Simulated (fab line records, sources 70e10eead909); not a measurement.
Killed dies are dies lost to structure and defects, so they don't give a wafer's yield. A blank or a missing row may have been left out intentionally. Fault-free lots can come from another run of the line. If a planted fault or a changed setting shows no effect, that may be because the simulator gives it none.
Which tool was responsible? | flow nand_harc | Sampling: 14 lots, 40 wafers, 5 of 1159 route steps

## WHAT THE GAUGES READ, wafer by wafer
NHARC_A_START_INSPECT_01.
lot  | measured     | on                | raw_defect_count
L425 | day 6 03:50  | defect_inspect-02 | 4 5 2
L426 | day 6 22:44  | defect_inspect-01 | 3 1 2
L427 | day 7 02:44  | defect_inspect-02 | 4 2 5
L430 | day 7 12:49  | defect_inspect-01 | 1 2 5
L429 | day 7 13:08  | defect_inspect-02 | 5 4 7
L431 | day 8 02:02  | defect_inspect-01 | 3 3 5
L432 | day 8 04:13  | defect_inspect-01 | 3 5 5
L433 | day 8 15:19  | defect_inspect-02 | 6 4 0
L435 | day 9 05:03  | defect_inspect-02 | 4 3 3
L434 | day 9 05:47  | defect_inspect-02 | 3 7 1
L438 | day 10 02:52 | defect_inspect-02 | 4 3 2
L439 | day 10 06:15 | defect_inspect-02 | 3 2
L443 | day 10 22:55 | defect_inspect-02 | 5 3
L447 | day 11 22:34 | defect_inspect-02 | 3 3 3

NHARC_A_ONON_D1_THK_MEAS_02: measures by ellipsometry.
lot  | measured     | on            | thk_nm (nm)
L425 | day 7 00:14  | film_metro-02 | 981 979 978
L426 | day 7 22:03  | film_metro-02 | 1001 1001 1000
L427 | day 8 01:57  | film_metro-01 | 1004 1003 1003
L430 | day 8 14:57  | film_metro-02 | 995 994 994
L429 | day 8 14:57  | film_metro-01 | 983 984 984
L431 | day 9 01:02  | film_metro-01 | 987 990 990
L432 | day 9 01:01  | film_metro-01 | 1001 1001 1001
L433 | day 9 14:57  | film_metro-02 | 995 995 995
L435 | day 10 05:33 | film_metro-01 | 1001 1002 1000
L434 | day 10 05:34 | film_metro-02 | 998 998 996
L438 | day 11 02:35 | film_metro-02 | 999 999 994
L439 | day 11 02:56 | film_metro-01 | 1476 1007
L443 | day 11 19:01 | film_metro-02 | 1011 1479
L447 | day 12 22:10 | film_metro-01 | 1002 1002 1003

NHARC_END_SORT_01.
lot  | measured     | on        | killed_at_array | killed_at_other | killed_at_periphery | killed_dies | killed_open | killed_short
L443 | day 24 00:26 | prober-01 | 12 672          | 0 0             | 5 5                 | 17 677      | 1 4         | 2 4

## TOOL THAT RAN EACH LOT (tool first, then ch and the chambers of the sampled wafers, then the start)
lot  | NHARC_P_BONDPAD_DEGAS_25     | NHARC_A_ONON_D1_DEP_00
L425 | pvd_sputter-01, day 6 01:47  | pecvd_onon-03 ch 0, day 6 23:44
L426 | pvd_sputter-01, day 6 20:39  | pecvd_onon-01 ch 0, day 7 21:36
L427 | pvd_sputter-01, day 7 00:38  | pecvd_onon-04 ch 0, day 8 01:30
L430 | pvd_sputter-02, day 7 10:43  | pecvd_onon-01 ch 0, day 8 14:30
L429 | pvd_sputter-01, day 7 11:03  | pecvd_onon-03 ch 0, day 8 14:30
L431 | pvd_sputter-02, day 7 23:55  | pecvd_onon-04 ch 0, day 9 00:35
L432 | pvd_sputter-03, day 8 02:06  | pecvd_onon-03 ch 0, day 9 00:31
L433 | pvd_sputter-03, day 8 12:34  | pecvd_onon-04 ch 0, day 9 14:26
L435 | pvd_sputter-02, day 9 02:59  | pecvd_onon-03 ch 0, day 10 05:10
L434 | pvd_sputter-02, day 9 03:42  | pecvd_onon-01 ch 0, day 10 05:02
L438 | pvd_sputter-01, day 10 00:46 | pecvd_onon-01 ch 0, day 11 02:08
L439 | pvd_sputter-03, day 10 04:07 | pecvd_onon-03 ch 0, day 11 02:29
L443 | pvd_sputter-01, day 10 20:36 | pecvd_onon-03 ch 0, day 11 18:37
L447 | pvd_sputter-03, day 11 20:17 | pecvd_onon-04 ch 0, day 12 21:43
- NHARC_P_BONDPAD_DEGAS_25: time 60 s.
- NHARC_A_ONON_D1_DEP_00: target thk 1000 nm.

## AS READ BY THE TOOLS THEMSELVES (means over the sampled wafers that have a number; for cases with no such wafer, the mark the record gives instead)
NHARC_P_BONDPAD_DEGAS_25.
lot  | tool           | heater_power_w (W)
L425 | pvd_sputter-01 | 461
L426 | pvd_sputter-01 | 418
L427 | pvd_sputter-01 | 424
L430 | pvd_sputter-02 | 457
L429 | pvd_sputter-01 | 446
L431 | pvd_sputter-02 | 455
L432 | pvd_sputter-03 | 500
L433 | pvd_sputter-03 | 474
L435 | pvd_sputter-02 | 457
L434 | pvd_sputter-02 | 462
L438 | pvd_sputter-01 | 437
L439 | pvd_sputter-03 | 488
L443 | pvd_sputter-01 | 437
L447 | pvd_sputter-03 | 509

NHARC_A_ONON_D1_DEP_00.
lot  | tool          | nh3_flow_sccm (sccm)
L425 | pecvd_onon-03 | 499.2
L426 | pecvd_onon-01 | 500.1
L427 | pecvd_onon-04 | 500.2
L430 | pecvd_onon-01 | 498.7
L429 | pecvd_onon-03 | 501.2
L431 | pecvd_onon-04 | 500.9
L432 | pecvd_onon-03 | 499.5
L433 | pecvd_onon-04 | 498.5
L435 | pecvd_onon-03 | 501.0
L434 | pecvd_onon-01 | 500.7
L438 | pecvd_onon-01 | 499.5
L439 | pecvd_onon-03 | 498.8
L443 | pecvd_onon-03 | 498.9
L447 | pecvd_onon-04 | 501.1

## THE ANSWER, worked out from the rows above alone
Rule: the usual values come from the lots themselves. Put in order of their means at a reading, lots are off if they are a third of the lots or fewer, leave a main group of 4 or more, and stand apart from it by a gap of 3 or more times the standard deviation of the main group's means; of several such gaps the widest counts. Not used: any main group whose means are identical at the precision the tables above print for the reading. Also off: a lot with no number at a reading for which 4 or more lots have one. The other lots that the step has rows for count as sound. The gauges are gone through in route order, then the tools' own readings, and for those a lot's mean is taken as printed above. The first step at which some lot is off is used, and at that step the reading that is off furthest; a lot without a number counts as furthest.
Off: L439, L443, at NHARC_A_ONON_D1_THK_MEAS_02 (thk_nm). Main group: mean 995 nm, sd 7.3.
If a tool, at a process step before that reading, ran all the lots that are off and no sound lot after the first of them, it fits. Those tools and the gauges at NHARC_A_ONON_D1_THK_MEAS_02 are tried in the same way. One fits: NHARC_A_ONON_D1_DEP_00 on pecvd_onon-03. Its last sound lot is L435 (day 10 05:10), its first lot that is off L439 (day 11 02:29): a fault that began between those two fits.

## WHAT THE SIMULATOR PUT IN
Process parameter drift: pecvd_onon-03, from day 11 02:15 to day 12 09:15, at NHARC_A_ONON_D1_DEP_00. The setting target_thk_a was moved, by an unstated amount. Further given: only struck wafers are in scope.
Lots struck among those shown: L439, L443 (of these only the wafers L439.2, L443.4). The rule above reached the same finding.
